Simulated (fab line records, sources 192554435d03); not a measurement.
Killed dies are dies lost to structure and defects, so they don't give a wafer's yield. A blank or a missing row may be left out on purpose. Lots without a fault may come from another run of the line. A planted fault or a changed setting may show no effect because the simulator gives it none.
fab line records | flow n5_finfet
record lots=9 wafers=27 last_day=18
route steps=1938 shown MOL_CONTACT_COAG@548 BEOL_M4@1111
lots that met no fault: from a run of the same line without faults
start_h: hours from the record's first day to the start of the lot's first wafer shown | wait_h: hours since the lot's step before | " the same as in the row above | L1.1+2: a row that stands for several wafers | - no value, or no start given | * or withheld: withheld | < > ~ a bound
route shown NAME@n: a module of which the file shows steps, and the number in the route of the first | usual: mean/standard deviation of fault-free wafers | same: alike in all rows | chamber/n: place in a boat | sites: the reading at each site | _std_site: their standard deviation | _edge_site: outer sites' mean less inner sites' | radius_mm: how far each site lies from the wafer's centre | mask NAME#n: copy n | behind: the tool/chamber that last shaped the wafer | hold: why the lot was held/for how many hours/how that ended | device: the transistor (n, p or np) that didn't switch | end of line: the same wafers' tests at the end of the route | a step without rows: its recipe alone | killed: dies lost to structure and defects at the first sort, not the wafer's yield | map: a wafer's dies, x killed, . not, _ none there
set.NAME: the setting as run; set.NAME@STEP: as run at that earlier step | model.NAME: the simulator's own value behind a step, which no gauge read
steps of the route over a sample of lots; a table a step, a row a wafer
services: from which hour (start_h, from the record's first day; less than 0 if before it) a tool's chamber was out of use, for how many hours, and why
## steps
# step N5_MOL_CONTACT_COAG_CO_FILL_22
# recipe material=Co target_thk_a=200 temp_c=200 precursor=CCTBA/H2 pressure_torr=30
# usual heater_power_w=254/27
# columns lot.wafer tool chamber start_h wait_h heater_power_w
L789.2 cvd_co-02 1 96.22 0.1 244
L789.3 " 2 " " 297
L789.6 " 0 " " 261
L790.2 cvd_co-02 2 104.92 0.1 299
L790.4 " 2 " " 293
L790.6 " 1 " " 238
L792.2 cvd_co-01 2 114.24 0.1 232
L792.3 " 1 " " 240
L792.4 " 1 " " 243
L798.1 cvd_co-01 2 151.89 0.1 230
L798.5 " 0 " " 217
L798.6 " 2 " " 234
L799.2 cvd_co-02 0 160.75 0.1 259
L799.3 " 1 " " 255
L799.4 " 2 " " 296
L800.1 cvd_co-02 0 167.67 0.1 265
L800.5 " 0 " " 266
L800.6 " 2 " " 301
L804.2 cvd_co-02 1 186.98 0.1 258
L804.3 " 2 " " 293
L804.4 " 2 " " 296
L809.1 cvd_co-02 1 214.75 0.1 266
L809.3 " 2 " " 300
L809.5 " 2 " " 291
L811.2 cvd_co-02 2 227.72 0.1 290
L811.3 " 0 " " 259
L811.5 " 2 " " 294
# step N5_MOL_CONTACT_COAG_ETCHBACK_132
# recipe chemistry=CHF3 target=SiO2 target_depth_a=100 time_s=6.7 ion_energy_ev=200 pressure_mtorr=30 source_w=610 bias_w=170 Ar_flow_sccm=200 CHF3_flow_sccm=50
# usual drypump_motor_current_A=6.0/0.4 oes_product_au=0.79/0.1 rf_vpp_V=525/6.8 showerhead_plenum_p_Torr=2.38/0.061 throttle_valve_pct=18.79/0.28
# same time_s=6.7
# columns lot.wafer tool chamber start_h wait_h drypump_motor_current_A oes_product_au rf_hours_counter_h rf_vpp_V showerhead_plenum_p_Torr throttle_valve_pct
L789.2 rie_diel-03 1 104.00 0.1 6.5 0.66 243 527 2.34 19.23
L789.3 " 3 " " 6.3 0.83 79 530 2.41 18.58
L789.6 " 2 " " 5.5 0.71 - 537 2.46 19.23
L790.2 rie_diel-04 2 111.73 0.1 5.4 0.68 238 516 2.35 18.72
L790.4 " 1 " " 6.0 0.73 158 521 2.37 18.66
L790.6 " 0 " " 5.4 0.70 - 531 2.45 18.75
L792.2 rie_diel-04 0 121.72 0.1 5.4 0.68 230 533 2.45 18.75
L792.3 " 1 " " 6.0 0.72 161 519 2.37 18.67
L792.4 " 3 " " 6.4 0.68 234 517 2.26 19.14
L798.1 rie_diel-05 2 159.17 0.1 6.3 0.82 72 516 2.32 18.46
L798.5 " 1 " " 6.2 0.69 - 528 2.35 19.12
L798.6 " 2 " " 6.3 0.83 - 517 2.32 18.46
L799.2 rie_diel-04 3 167.90 0.1 6.3 0.67 245 516 2.25 19.15
L799.3 " 1 " " 6.0 0.70 185 519 2.36 18.69
L799.4 " 3 " " 6.3 0.67 - 517 2.25 19.16
L800.1 rie_diel-05 2 175.21 0.1 6.3 0.81 77 514 2.32 18.48
L800.5 " 1 " " 6.3 0.68 - 528 2.34 19.12
L800.6 " 2 " " 6.3 0.81 - 516 2.32 18.48
L804.2 rie_diel-05 2 194.39 0.2 6.3 0.80 87 514 2.31 18.50
L804.3 " 3 " " 6.2 0.70 - 535 2.45 19.14
L804.4 " 2 " " 6.3 0.80 - 515 2.31 18.51
L809.1 rie_diel-04 2 221.80 0.4 5.4 0.94 19 516 2.34 18.36
L809.3 " 0 " " 5.4 0.96 12 531 2.44 18.40
L809.5 " 2 " " 5.4 0.92 - 515 2.34 18.37
L811.2 rie_diel-04 2 236.50 0.1 5.4 0.91 24 517 2.33 18.38
L811.3 " 0 " " 5.4 0.94 18 531 2.43 18.39
L811.5 " 1 " " 6.0 0.69 - 522 2.35 18.75
# step N5_MOL_CONTACT_COAG_COAT_62
# recipe resist=SOC temp_c=250 time_s=60 spin_rpm=1500 resist_thk_nm=60
# usual dispense_pressure_kPa=54/4.7 exhaust_pa=45.1/0.88 heater_power_total_W=500.6/1.7 spin_speed_rpm=1500.1/1.1
# same time_s=60
# columns lot.wafer tool chamber start_h wait_h dispense_pressure_kPa exhaust_pa heater_power_total_W spin_speed_rpm
L789.2 litho_track-01 0 104.53 0.0 59 46.1 497.6 1500.1
L789.3 " 0 " " 59 44.7 501.8 1501.8
L789.6 " 0 " " 58 45.3 503.0 1498.7
L790.2 litho_track-04 0 112.26 0.0 48 45.7 499.2 1498.4
L790.4 " 0 " " 48 45.1 498.2 1500.3
L790.6 " 0 " " 48 44.7 499.5 1499.7
L792.2 litho_track-04 0 122.25 0.0 48 43.9 502.3 1500.2
L792.3 " 0 " " 48 45.2 497.4 1499.8
L792.4 " 0 " " 48 43.8 499.1 1499.9
L798.1 litho_track-02 0 159.71 0.0 56 45.3 501.2 1500.8
L798.5 " 0 " " 56 45.9 498.7 1499.2
L798.6 " 0 " " 56 44.9 502.0 1500.1
L799.2 litho_track-02 0 168.43 0.0 56 44.7 502.1 1500.6
L799.3 " 0 " " 56 44.4 501.4 1503.3
L799.4 " 0 " " 56 45.1 501.0 1500.3
L800.1 litho_track-04 0 175.74 0.0 48 44.2 502.3 1713.4
L800.5 " 0 " " 48 45.2 500.7 1714.5
L800.6 " 0 " " 48 45.7 503.1 1716.9
L804.2 litho_track-04 0 195.08 0.0 48 45.8 501.3 1716.1
L804.3 " 0 " " 48 46.3 502.4 1716.6
L804.4 " 0 " " 48 46.4 498.7 1716.4
L809.1 litho_track-02 0 222.33 0.0 56 44.4 503.3 1499.0
L809.3 " 0 " " 56 45.3 498.8 1499.4
L809.5 " 0 " " 56 45.8 501.4 1499.8
L811.2 litho_track-01 0 237.02 0.0 59 43.1 501.7 1499.5
L811.3 " 0 " " 59 43.6 498.6 1500.3
L811.5 " 0 " " 59 44.4 501.3 1500.0
# step N5_MOL_CONTACT_COAG_ETCHBACK_136
# recipe chemistry=CHF3 target=SiO2 target_depth_a=250 time_s=16.7 ion_energy_ev=200 pressure_mtorr=30 source_w=610 bias_w=170 Ar_flow_sccm=200 CHF3_flow_sccm=50
# usual drypump_motor_current_A=6.0/0.38 oes_product_au=0.78/0.094 rf_vpp_V=526/6.8 showerhead_plenum_p_Torr=2.38/0.06 throttle_valve_pct=18.80/0.29
# same time_s=16.7
# columns lot.wafer tool chamber start_h wait_h drypump_motor_current_A oes_product_au rf_hours_counter_h rf_vpp_V showerhead_plenum_p_Torr throttle_valve_pct
L789.2 rie_diel-03 2 105.43 0.0 5.5 0.71 200 534 2.46 19.21
L789.3 " 3 " " 6.3 0.84 80 531 2.41 18.56
L789.6 " 2 " " 5.5 0.71 - 535 2.46 19.21
L790.2 rie_diel-04 2 113.18 0.0 5.3 0.69 239 516 2.35 18.72
L790.4 " 1 " " 6.0 0.72 159 521 2.37 18.65
L790.6 " 1 " " 6.0 0.72 - 521 2.37 18.67
L792.2 rie_diel-03 0 123.18 0.0 5.7 0.88 44 520 2.42 18.88
L792.3 " 2 " " 5.4 0.70 206 534 2.45 19.21
L792.4 " 3 " " 6.4 0.83 - 530 2.41 18.57
L798.1 rie_diel-03 3 160.56 0.0 6.3 0.82 100 529 2.40 18.59
L798.5 " 2 " " 5.5 0.69 - 534 2.45 19.26
L798.6 " 3 " " 6.3 0.81 - 530 2.40 18.59
L799.2 rie_diel-05 2 169.35 0.0 6.3 0.81 76 516 2.32 18.48
L799.3 " 1 " " 6.2 0.68 248 529 2.34 19.12
L799.4 " 3 " " 6.2 0.71 207 534 2.46 19.10
L800.1 rie_diel-05 2 176.66 0.0 6.3 0.81 78 516 2.32 18.49
L800.5 " 0 " " 6.1 0.83 - 528 2.32 18.43
L800.6 " 3 " " 6.2 0.71 - 535 2.45 19.12
L804.2 rie_diel-05 3 195.99 0.0 6.2 0.70 219 532 2.45 19.12
L804.3 " 3 " " 6.2 0.70 - 534 2.45 19.13
L804.4 " 2 " " 6.3 0.80 - 515 2.31 18.51
L809.1 rie_diel-03 3 223.17 0.0 6.3 0.79 124 530 2.39 18.64
L809.3 " 2 " " 5.5 0.67 244 534 2.44 19.30
L809.5 " 3 " " 6.3 0.79 - 530 2.39 18.64
L811.2 rie_diel-03 2 238.07 0.0 5.5 0.67 248 533 2.44 19.28
L811.3 " 0 " " 5.7 0.83 88 518 2.40 18.95
L811.5 " 2 " " 5.5 0.68 - 535 2.44 19.29
# step N5_BEOL_M4_RC_MEAS_101
# usual DIBL_N=36.5/1.4 DIBL_P=36.9/1.7 IOFF_N=0.163/0.023 IOFF_P=0.22/0.032 ION_N=673/9 ION_P=462/7.5 SS_N=71.6/0.54 SS_P=73.4/0.62 VT_N=249.8/2.8 VT_P=-250/3.5
# columns lot.wafer tool chamber start_h wait_h DIBL_N[mV/V] DIBL_P[mV/V] IOFF_N[nA/um] IOFF_P[nA/um] ION_N[uA/um] ION_P[uA/um] SS_N[mV/dec] SS_P[mV/dec] VT_N[mV] VT_P[mV]
L789.2 prober-01 0 167.30 0.2 35.0 35.9 0.143 0.21 657 457 71.2 73.6 253.3 -248
L789.3 " 0 " " 37.3 38.7 0.184 0.26 680 468 71.9 74.2 247.2 -245
L789.6 " 0 " " 36.1 37.2 0.163 0.23 663 460 72.0 73.8 250.5 -249
L790.2 prober-02 0 182.56 0.2 36.8 36.5 0.161 0.26 684 479 71.6 73.5 249.2 -243
L790.4 " 0 " " 37.5 36.5 0.173 0.25 680 475 72.0 73.7 247.9 -248
L790.6 " 0 " " 38.1 37.9 0.186 0.29 689 482 71.9 73.7 245.9 -244
L792.2 prober-01 0 188.16 0.2 37.6 36.9 0.182 0.29 679 470 71.9 72.8 247.3 -242
L792.3 " 0 " " 37.0 35.2 0.159 0.25 663 466 72.1 73.0 249.2 -245
L792.4 " 0 " " 36.0 35.0 0.147 0.25 675 472 71.5 72.7 251.0 -243
L798.1 prober-02 0 233.35 0.0 36.8 36.6 0.161 0.23 678 466 71.1 73.2 252.8 -248
L798.5 " 0 " " 34.4 33.9 0.132 0.19 672 465 70.5 72.3 252.3 -247
L798.6 " 0 " " 36.3 36.0 0.153 0.23 672 460 71.6 73.4 251.1 -249
L800.1 prober-02 0 245.61 0.0 37.6 38.3 0.190 0.26 675 466 71.9 73.5 247.7 -248
L800.5 " 0 " " 35.4 34.8 0.134 0.19 655 447 70.7 72.7 255.9 -253
L800.6 " 0 " " 36.4 36.9 0.165 0.23 686 467 71.2 73.6 248.5 -251
L799.2 prober-02 0 246.91 0.2 37.1 38.5 0.184 0.22 680 458 71.3 74.1 245.7 -253
L799.3 " 0 " " 36.3 37.9 0.174 0.21 664 456 72.3 73.2 247.0 -251
L799.4 " 0 " " 36.3 36.7 0.162 0.20 667 450 72.1 73.7 249.6 -253
L804.2 prober-02 0 272.90 0.2 38.2 39.0 0.202 0.26 680 470 71.1 73.4 245.6 -246
L804.3 " 0 " " 35.8 36.5 0.160 0.21 660 454 71.4 72.9 248.4 -249
L804.4 " 0 " " 35.6 35.4 0.148 0.19 676 460 71.3 73.3 250.4 -252
L811.2 prober-02 0 303.82 0.2 37.3 36.0 0.184 0.25 675 464 71.8 73.7 246.7 -246
L811.3 " 0 " " 38.3 37.0 0.213 0.29 673 460 71.7 74.9 245.4 -246
L811.5 " 0 " " 37.7 35.6 0.183 0.25 673 462 72.7 74.1 249.9 -247
L809.1 prober-01 0 307.65 0.0 32.4 32.4 0.116 0.17 662 457 70.1 72.2 252.3 -253
L809.3 " 0 " " 33.6 34.1 0.125 0.18 672 472 70.4 72.7 252.2 -251
L809.5 " 0 " " 33.5 33.6 0.126 0.17 670 458 70.2 72.0 247.5 -254
## services
# columns tool chamber start_h hours kind
rie_diel-04 - 94.95 0.9 repair
cvd_co-02 1 114.77 - clean
cvd_co-02 1 114.77 22.0 scheduled_down
cvd_co-02 1 114.77 22.0 vent_cycle
rie_diel-03 1 123.06 - clean
rie_diel-03 1 123.06 - consumable_replace:focus_ring
rie_diel-03 1 123.06 22.2 scheduled_down
rie_diel-03 1 123.06 22.2 vent_cycle
rie_diel-04 2 149.43 - clean
rie_diel-04 2 149.43 - consumable_replace:focus_ring
rie_diel-04 2 149.43 24.1 scheduled_down
rie_diel-04 2 149.43 24.1 vent_cycle
rie_diel-04 0 154.52 2.4 repair
rie_diel-04 0 161.59 5.3 repair
rie_diel-03 1 165.50 5.0 repair
rie_diel-04 0 173.53 - clean
rie_diel-04 0 173.53 - consumable_replace:focus_ring
rie_diel-04 0 173.53 14.9 scheduled_down
rie_diel-04 0 173.53 14.9 vent_cycle
rie_diel-05 1 177.38 - clean
rie_diel-05 1 177.38 - consumable_replace:focus_ring
rie_diel-05 1 177.38 21.6 scheduled_down
rie_diel-05 1 177.38 21.6 vent_cycle
rie_diel-05 3 202.56 13.1 repair
## key
first_sign step=N5_MOL_CONTACT_COAG_COAT_62 reading=spin_speed_rpm direction=up sigmas=99+ usual=* struck=*
effect none on later readings
met_at N5_MOL_CONTACT_COAG_COAT_62
struck_lots L800,L804
not_acting_at N5_MOL_CONTACT_COAG_CO_FILL_22,N5_MOL_CONTACT_COAG_ETCHBACK_132,N5_MOL_CONTACT_COAG_ETCHBACK_136
onset_between 122.25 175.74
fault kind=process_parameter_drift tool=litho_track-04 chamber=- onset_h=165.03 steps=N5_MOL_CONTACT_COAG_COAT_62 channel=spin_rpm offset=* shape=step end_h=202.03 acts_in=* stated=*
